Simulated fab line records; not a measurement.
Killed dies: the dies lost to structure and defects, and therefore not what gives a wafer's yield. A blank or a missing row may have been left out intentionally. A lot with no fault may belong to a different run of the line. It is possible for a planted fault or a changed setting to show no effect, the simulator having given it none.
Which of the tools did it? + flow n5Finfet + route of 1938 steps, sampled at 1 step: 10 lots, 30 wafers

## WHAT THE GAUGES READ, wafer by wafer
N5_BEOL_M7_CD_MEAS_28 targets a cd of 40 nm.
| lot  | measured     | on       | cdNm (nm)         |
|------|--------------|----------|-------------------|
| L436 | day 8 23:48  | cdSem-01 | 40.08 40.08 40.09 |
| L437 | day 9 03:53  | cdSem-01 | 40.11 40.14 39.88 |
| L439 | day 9 14:17  | cdSem-01 | 40.33 40.24 40.25 |
| L443 | day 10 14:54 | cdSem-03 | 39.69 39.75 40.19 |
| L446 | day 12 00:22 | cdSem-02 | 39.55 39.57 40.47 |
| L453 | day 13 18:14 | cdSem-02 | 39.80 39.70 39.97 |
| L455 | day 13 20:57 | cdSem-03 | 39.89 40.22 39.91 |
| L438 | day 14 21:46 | cdSem-03 | 39.68 39.55 39.94 |
| L457 | day 15 01:29 | cdSem-02 | 40.46 40.07 39.76 |
| L458 | day 16 13:02 | cdSem-02 | 40.16 39.82 40.27 |

## EACH LOT AND THE TOOL THAT RAN IT (in order: tool; ch and the chambers of the sampled wafers; start)
Record: no process step prior to these readings.

## THE ANSWER, worked out from the rows above alone
Rule: the usual values come from the lots themselves. The widest of any qualifying gaps counts: lots, ordered by their means at a reading, are off when they make up no more than a third of the lots, leave a main group of 4 or more, and stand apart from it by 3 or more times the standard deviation of that group's means. A main group whose means are all the same, to the digits that the tables above print for the reading, isn't used. A lot without any number at a reading at which 4 lots or more have one is off too. All remaining lots with rows at the step are treated as sound.
Across all readings shown, no lot is off: no conclusion can be drawn from this.

## WHAT WAS PUT IN BY THE SIMULATOR
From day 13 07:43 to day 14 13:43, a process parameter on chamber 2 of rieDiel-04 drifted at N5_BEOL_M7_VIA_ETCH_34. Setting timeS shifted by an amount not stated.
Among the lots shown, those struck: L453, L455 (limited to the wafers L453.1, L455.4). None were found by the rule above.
